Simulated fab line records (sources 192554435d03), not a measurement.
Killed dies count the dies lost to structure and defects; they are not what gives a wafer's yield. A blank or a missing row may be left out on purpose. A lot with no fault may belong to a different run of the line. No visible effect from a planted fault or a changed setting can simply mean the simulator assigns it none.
Matching of chambers | flow n5 finfet | N5_SPACER0_ALD_00 on ald sin-04: 4 sister chambers
The step deposits SiOCN, target thk 3.5 nm, pulse time 3 s, purge time 2 s. 4 wafers are shown with their chamber, then 10 later ones without.

WAFERS, EACH WITH ITS CHAMBER
wafer  | chamber | heater power w (W)
L083.6 | 3       | 746
L087.6 | 1       | 736
L090.2 | 0       | 684
L090.4 | 2       | 721

WAFERS MISSING THEIR CHAMBER
wafer  | heater power w (W)
L090.5 | 758
L091.1 | 741
L091.3 | 666
L091.4 | 762
L092.2 | 755
L092.3 | 760
L092.4 | 677
L096.1 | 777
L096.3 | 677
L096.6 | 727

WHICH CHAMBER EACH ONE RAN IN
wafer  | from the rows above          | in truth
L090.5 | can't be placed: 3 or 1 or 2 | 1
L091.1 | can't be placed: 1 or 3 or 2 | 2
L091.3 | 0                            | 0
L091.4 | can't be placed: 3 or 1 or 2 | 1
L092.2 | can't be placed: 3 or 1 or 2 | 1
L092.3 | can't be placed: 3 or 1 or 2 | 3
L092.4 | 0                            | 0
L096.1 | can't be placed: 3 or 1 or 2 | 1
L096.3 | 0                            | 0
L096.6 | can't be placed: 2 or 1 or 3 | 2
Correct placement for 3 of the 10. Can't be placed from these rows: 7 (the true chamber is among the candidates in 7). Wrongly placed: 0.
How it was worked out, from the rows above alone: a wafer's distance from a chamber is the root of the sum, over the readings, of the square of ((its reading less the chamber's mean) divided by the reading's scatter). If the next closest chamber is less than 2 further off than the closest, the wafer can't be placed; otherwise it belongs to the closest. For every chamber, the mean is computed from those of its wafers that are shown. The scatter: with one shown wafer a chamber, the root of the mean of the squares of how far each hidden wafer lies from its nearest shown one.
